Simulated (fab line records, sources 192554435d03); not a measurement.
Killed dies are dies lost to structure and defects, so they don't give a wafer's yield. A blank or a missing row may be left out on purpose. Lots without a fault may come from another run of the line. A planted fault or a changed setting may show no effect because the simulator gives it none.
A struck lot beside a sound one | flow n5_finfet | 26 steps out of a route of 1938
Sound: wafers L830.1, L830.4, L830.5. Struck: wafers L838.1, L838.3, L838.6. The cause comes at the end.
At each step with rows: each side's tool, then ch and its chambers, then its first start. Under that, the readings that differ: sound wafers | struck wafers | difference of the means | sigmas: that difference in standard deviations of wafers without a fault.
alike: readings whose means differ by less than 2 such deviations, and words and numbers that are the same on both sides. not compared: withheld readings, readings that some wafer has no value for, bounds like >300 that may hide the same value, and numbers for which the record gives no deviation and whose values overlap.
The two part at a step that has a row with sigmas, a row that says differs or no value, or rows on one side only. Numbers that don't overlap but have no deviation are shown without sigmas and don't part them. A reading that every wafer of one side lacks parts them only if that side has two wafers or more.

first, 9 steps without rows for these wafers: N5_MIM_BOT_LITHO_SOFTBAKE_03 (time 90 s); N5_MIM_BOT_LITHO_EXPOSE_05 (exposes mask MIM BOT); N5_MIM_BOT_LITHO_PEB_06; N5_MIM_BOT_LITHO_DEVELOP_07 (develop time 60 s); N5_MIM_BOT_LITHO_HARDBAKE_09 (time 120 s); N5_MIM_BOT_LITHO_DESCUM_10 (chemistry O2, time 7.9 s); N5_MIM_BOT_ETCH_ETCH_04 (etches SiNx in CF4/O2, target depth 26 nm, time 13 s); N5_MIM_BOT_ETCH_ETCH_03 (etches the open film in Cl2/BCl3, target depth 12 nm); N5_MIM_BOT_ETCH_ETCH_00 (etches TiN in Cl2/BCl3, target depth 45.5 nm).
N5_MIM_BOT_ETCH_STRIP_01: strips in O2.
  sound on rie_diel-01 ch 0,2,3, day 14 05:29; struck on rie_diel-01 ch 1,3, day 15 13:24
  no value came back on the struck wafers for any of 9 readings (bias_power_w (W), chamber_pressure_mTorr (mTorr) and others); on the sound wafers bias_power_w (W) reads 0 0 0
  not compared: rf_hours_counter_h, model.coat_of_MIM_BOT_LITHO_COAT_02.thk_nm
then, 13 steps without rows for these wafers: N5_MIM_BOT_ETCH_STRIP_02 (strips in post etch residue remover, time 1200 s); N5_MIM_BOT_ETCH_CLEAN_05 (cleans in IPA, time 180 s); N5_MIM_BOT_ETCH_SRD_06 (time 30 s); N5_PASSIVATION_PECVD_55 (deposits SiO2 from SiH4/N2O, target thk 400 nm, time 22.5 s); N5_PASSIVATION_PECVD_01 (deposits SiNx from SiH4/NH3/N2, target thk 200 nm, time 43.2 s); N5_PASSIVATION_HMDS_03 (time 60 s); N5_PASSIVATION_COAT_04; N5_PASSIVATION_EBR_06; N5_PASSIVATION_SOFTBAKE_05 (time 90 s); N5_PASSIVATION_EXPOSE_07 (exposes mask TV, defocus 0 nm, target cd 3000 nm); N5_PASSIVATION_PEB_08; N5_PASSIVATION_DEVELOP_09 (develop time 60 s); N5_PASSIVATION_HARDBAKE_11 (time 120 s).
N5_PASSIVATION_INSPECT_61: inspects for defects (macro).
  sound on defect_inspect-01, day 14 06:46; struck on defect_inspect-01, day 15 14:42
  reading          | sound | struck   | difference | sigmas
  raw_defect_count | 2 3 3 | 63 54 58 | +56        | +43
then, 1 step without rows for these wafers: N5_PASSIVATION_DESCUM_12 (chemistry O2, time 7.9 s).
N5_PASSIVATION_PROBE_49:
  the record has rows for the struck wafers here (prober-01, day 15 22:40) and none for the sound ones

WHERE THEY PART
First at N5_MIM_BOT_ETCH_STRIP_01; last, within this record, at N5_PASSIVATION_PROBE_49.

WHY: what the simulator had put in
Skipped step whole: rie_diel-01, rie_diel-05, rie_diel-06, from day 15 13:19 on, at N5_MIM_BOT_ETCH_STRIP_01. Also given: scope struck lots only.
